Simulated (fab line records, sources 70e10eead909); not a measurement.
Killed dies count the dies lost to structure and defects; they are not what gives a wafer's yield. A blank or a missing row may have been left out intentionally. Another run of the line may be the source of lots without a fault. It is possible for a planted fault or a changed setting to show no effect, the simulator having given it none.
Struck lot and sound lot, side by side + flow nand harc + 24 out of 1302 route steps
Sound: wafers L436.2, L436.4, L436.6. The struck wafers were L445.1, L445.2, L445.3. The cause is given at the end.
Order at every step that has rows: each side's tool, ch and its chambers, its first start. Under that, the readings that differ: sound wafers + struck wafers + difference of the means + sigmas: that difference in standard deviations of wafers without a fault.
alike: readings with means less than 2 such deviations apart, plus words and numbers identical on both sides. not compared: withheld readings, readings lacking a value on some wafer, bounds such as >300 that could conceal the same value, and numbers that have no deviation in the record and whose values overlap.
A row with sigmas, a row that says differs or no value, or rows on one side alone: a step with any of these is where the two part. Numbers that have no deviation but don't overlap get no sigmas and don't part them. Lack of a reading on every wafer of one side parts them only where that side has two or more wafers.

first, 1 step without rows for these wafers: NHARC_A_M0_SRD_25.
NHARC_A_M0_INSPECT_27:
  sound on defect inspect-02 at day 26 14:13; struck on defect inspect-02 at day 30 12:26
  alike: raw defect count
NHARC_A_M0_PRE_CLEAN_31: time 12 s.
  sound on pecvd-04 ch 0,1,2, day 26 14:18; struck on pecvd-02 ch 0,1,2, day 30 12:30
  alike: heater power w
NHARC_A_M0_DEP_32: deposits SiCN, target thk 30 nm.
  sound on pecvd-04 ch 0,1,2, day 26 14:26; struck on pecvd-02 ch 0,1,2, day 30 12:35
  alike: heater power w
then, 7 steps without rows for these wafers: NHARC_A_M1_DEP_00 (deposits SiOC, target thk 182.5 nm); NHARC_A_M1_DEHYDRATE_01 (time 120 s); NHARC_A_M1_HMDS_02 (time 30 s); NHARC_A_M1_COAT_34 (time 65 s); NHARC_A_M1_COAT_03 (resist thk 90 nm); NHARC_A_M1_SOFTBAKE_04 (time 55 s); NHARC_A_M1_EBR_05.
NHARC_A_M1_EXPOSE_06: exposes mask A M1, target cd 120 nm.
  sound on arfi scanner-02 ch 0, day 26 15:28; struck on arfi scanner-02 ch 0, day 30 13:34
| reading              | sound             | struck            | difference | sigmas |
|----------------------|-------------------|-------------------|------------|--------|
| exposure dose mJ cm2 | 75.10 75.08 75.11 | 71.23 71.23 71.23 | -3.87      | -19    |
  alike: mask
then, 2 steps without rows for these wafers: NHARC_A_M1_PEB_07 (peb time 65 s); NHARC_A_M1_DEVELOP_08 (develop time 35 s).
NHARC_A_M1_CD_MEAS_09: the cd target is 120 nm.
  sound on cd sem-01 ch 0, day 26 15:36; struck on cd sem-01 ch 0, day 30 13:42
| reading    | sound             | struck            | difference | sigmas |
|------------|-------------------|-------------------|------------|--------|
| cd nm (nm) | 120.6 120.4 119.9 | 117.5 117.4 117.6 | -2.8       | -4     |
  not compared: hold
NHARC_A_M1_OVL_MEAS_10: pitch 240 nm.
  sound on overlay-02 at day 26 15:41; struck on overlay-01 at day 30 13:47
| reading           | sound       | struck         | difference | sigmas |
|-------------------|-------------|----------------|------------|--------|
| overlay y nm (nm) | 1.1 0.8 0.5 | -1.4 -1.4 -1.2 | -2.1       | -2     |
  alike: overlay x nm
  not compared: hold
NHARC_A_M1_INSPECT_11:
  sound on defect inspect-02 at day 26 15:43; struck on defect inspect-02 at day 30 13:50
  alike: raw defect count
NHARC_A_M1_DESCUM_14: chemistry O2, time 3 s.
  sound on rie diel-05 ch 2,3, day 26 15:47; struck on rie diel-05 ch 0,1,3, day 30 13:53
| reading               | sound             | struck            | difference | sigmas |
|-----------------------|-------------------|-------------------|------------|--------|
| model.A_M1.cd nm (nm) | 120.4 120.3 120.4 | 118.3 117.4 118.5 | -2.3       |        |
  alike: chamber pressure mTorr, drypump motor current A, oes product au, rf vpp V, showerhead plenum p Torr, throttle valve pct
  not compared: rf hours counter h
NHARC_A_M1_ETCH_35: etches the open film in N2/H2, target depth 40 nm, overetch 12 nm, time 43.94 s.
  sound on rie diel-05 ch 1,2, day 26 15:52; struck on rie diel-05 ch 0,2,3, day 30 13:59
  alike: chamber pressure mTorr, drypump motor current A, oes product au, rf vpp V, showerhead plenum p Torr, throttle valve pct
  not compared: rf hours counter h
NHARC_A_M1_ETCH_15: etches the open film in C4F8/Ar, target depth 182.5 nm, time 91.2 s.
  sound: rie diel-05 ch 1,3; struck: rie diel-05 ch 0,1,3
  alike: chamber pressure mTorr, oes product au, rf vpp V
  not compared: rf hours counter h
NHARC_A_M1_CD_MEAS_16:
  sound on cd sem-03 at day 26 16:05; struck on cd sem-01 at day 30 14:13
| reading    | sound             | struck            | difference | sigmas |
|------------|-------------------|-------------------|------------|--------|
| cd nm (nm) | 120.0 121.5 121.7 | 118.8 117.5 118.5 | -2.8       | -3     |
NHARC_A_M1_STRIP_18: strips in N2/H2.
  sound on rie diel-01 ch 0,1,2, day 26 16:13; struck on rie diel-01 ch 0,1,2, day 30 14:19
  alike: chamber pressure mTorr, drypump motor current A, oes product au, rf vpp V, showerhead plenum p Torr, throttle valve pct
  not compared: rf hours counter h
NHARC_A_M1_ETCH_28: etches the open film in CF4/N2, target depth 30 nm, time 72.99 s.
  sound: rie diel-01 ch 0,1,2; struck: rie diel-01 ch 1,2,3
| reading                | sound                | struck               | difference | sigmas |
|------------------------|----------------------|----------------------|------------|--------|
| throttle valve pct (%) | 19.786 19.779 19.787 | 19.810 19.792 19.805 | +0.018     | +2     |
| model.A_M1.cd nm (nm)  | 120.9 120.5 122.4    | 118.4 119.3 117.8    | -2.8       |        |
  alike: chamber pressure mTorr, drypump motor current A, oes product au, rf vpp V, showerhead plenum p Torr
  not compared: rf hours counter h
then, 1 step without rows for these wafers: NHARC_A_M1_STRIP_19 (strips in post etch residue remover, time 600 s).

## WHERE THEY PART
At NHARC_A_M1_EXPOSE_06 first; at NHARC_A_M1_ETCH_28 last (within this record only).

WHY: the cause the simulator had injected
Process parameter drift: arfi scanner-02, from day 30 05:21 on, at NHARC_A_M1_EXPOSE_06. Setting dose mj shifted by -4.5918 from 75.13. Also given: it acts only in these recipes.
